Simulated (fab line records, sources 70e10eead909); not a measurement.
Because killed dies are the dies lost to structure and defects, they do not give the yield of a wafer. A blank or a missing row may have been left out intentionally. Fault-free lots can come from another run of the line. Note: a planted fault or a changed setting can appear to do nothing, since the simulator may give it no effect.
Tool commonality check -- flow nand_harc -- 3 lots and 9 wafers in the sample

REASON IT WAS OPENED
At NHARC_END_SORT_01 the reading killed_at_periphery is flagged on 3 of 3 lots. Fault-free wafers read 3.8, with a standard deviation of 2.6.
Rule: a lot gets a flag if all its wafers with a number sit over 4 standard deviations from that mean, or if no wafer of it has a number. All remaining lots are regarded as sound.

lot,measured,on,"killed_at_periphery, wafer by wafer",flag
L543,day 28 14:43,prober-01,603 595 592,FLAGGED
L544,day 29 03:35,prober-01,635 635 633,FLAGGED
L545,day 30 13:27,prober-02,623 625 624,FLAGGED
The numbers of the flagged lots are 618.3 on average: +614.5 against the usual, or +99 or more standard deviations.

TOOL THAT RAN EACH LOT
3 process steps preceding the reading are held in the record, out of 1302 steps in the route. In each cell: the tool, then ch and the chambers that the sampled wafers went through, then the start.
lot,flag,NHARC_P_STI_ETCH_31,NHARC_P_GATE_DESCUM_13,NHARC_P_GATE_ALD_36
L543,FLAGGED,"rie_diel-04 ch 0,2, day 8 13:11 or earlier","rie_diel-12 ch 1,2,3, day 9 00:47","ald_sin-04 ch 0,2, day 9 23:20"
L544,FLAGGED,"rie_diel-10 ch 1,3, day 8 22:38 or earlier","rie_diel-01 ch 0,1, day 9 07:09","ald_sin-03 ch 0,2,3, day 10 03:09"
L545,FLAGGED,"rie_diel-04 ch 0,2,3, day 10 00:52 or earlier","rie_diel-12 ch 0,2, day 10 09:44","ald_sin-01 ch 0,2, day 11 01:48"
These steps, and what they do:
- NHARC_P_STI_ETCH_31: etches the open film in CF4/CHF3, target depth 108.9 nm, time 54.5 s.
- NHARC_P_GATE_DESCUM_13: chemistry O2, time 3 s.
- NHARC_P_GATE_ALD_36: deposits SiNx, target thk 20 nm, pulse time 60 s, ald cycles 223.
- NHARC_END_SORT_01

FLAGGED AGAINST TOTAL, ONE TOOL AT A TIME (gauges that did the reading follow at the end)
step,tool,lots run,flagged,share of the flagged lots,sound lots run after its first flagged lot
NHARC_P_STI_ETCH_31,rie_diel-04,2,2,some,0
NHARC_P_STI_ETCH_31,rie_diel-10,1,1,some,0
NHARC_P_GATE_DESCUM_13,rie_diel-01,1,1,some,0
NHARC_P_GATE_DESCUM_13,rie_diel-12,2,2,some,0
NHARC_P_GATE_ALD_36,ald_sin-01,1,1,some,0
NHARC_P_GATE_ALD_36,ald_sin-03,1,1,some,0
NHARC_P_GATE_ALD_36,ald_sin-04,1,1,some,0
NHARC_END_SORT_01,prober-01,2,2,some,0
NHARC_END_SORT_01,prober-02,1,1,some,0
Because NHARC_P_STI_ETCH_31 lacks a start for some lots, the hours and order of its lots are taken from NHARC_P_STI_INSPECT_25.

WHAT THE TABLE PERMITS
No row of the table ran every flagged lot.

WHAT HAD BEEN PUT IN BY THE SIMULATOR
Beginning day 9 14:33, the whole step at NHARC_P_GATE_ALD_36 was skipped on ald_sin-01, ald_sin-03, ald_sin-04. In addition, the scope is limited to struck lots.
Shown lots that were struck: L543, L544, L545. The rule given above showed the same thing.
